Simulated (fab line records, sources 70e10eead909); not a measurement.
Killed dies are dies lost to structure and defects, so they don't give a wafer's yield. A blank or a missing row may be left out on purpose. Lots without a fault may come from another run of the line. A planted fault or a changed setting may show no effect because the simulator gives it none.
Chamber matching | flow nand_harc | NHARC_A_STAIRCASE_ETCH_444 on rie_diel-13: 4 sister chambers
The step etches the open film in C4F8/O2, target depth 10200 nm, time 3400 s. 8 wafers are shown with their chamber, then 8 later ones without.

WAFERS WITH THEIR CHAMBER
wafer  | chamber | rf_vpp_V (V) | oes_product_au (a.u.)
L078.5 | 3       | 803          | 0.912
L081.1 | 0       | 801          | 0.932
L081.3 | 2       | 811          | 0.923
L081.5 | 0       | 803          | 0.926
L084.1 | 1       | 805          | 0.927
L084.2 | 2       | 811          | 0.932
L084.5 | 1       | 803          | 0.939
L086.1 | 3       | 803          | 0.914

WAFERS WITHOUT THEIR CHAMBER
wafer  | rf_vpp_V (V) | oes_product_au (a.u.)
L086.2 | 811          | 0.923
L086.4 | 804          | 0.933
L087.2 | 804          | 0.933
L087.3 | 801          | 0.929
L087.4 | 803          | 0.927
L097.2 | 801          | 0.921
L097.4 | 803          | 0.921
L097.6 | 801          | 0.916

WHICH CHAMBER EACH WENT THROUGH
wafer  | from the rows above          | in truth
L086.2 | 2                            | 2
L086.4 | 1                            | 1
L087.2 | 1                            | 1
L087.3 | 0                            | 0
L087.4 | can't be placed: 0 or 1 or 3 | 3
L097.2 | can't be placed: 0 or 3 or 1 | 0
L097.4 | can't be placed: 3 or 0 or 1 | 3
L097.6 | can't be placed: 3 or 0      | 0
Placed correctly: 4 of 8. Can't be placed from these rows: 4 (the true chamber is among the candidates in 4). Placed wrongly: 0.
How it was worked out, from the rows above alone: a wafer's distance from a chamber is the root of the sum, over the readings, of the square of ((its reading less the chamber's mean) divided by the reading's scatter). The wafer belongs to the nearest chamber; if the next one is less than 2 further off, it can't be placed. A chamber's mean is the mean of its shown wafers. The scatter: the root of (the sum of the squares of (reading less its chamber's mean) over the shown wafers, divided by (wafers less chambers)).
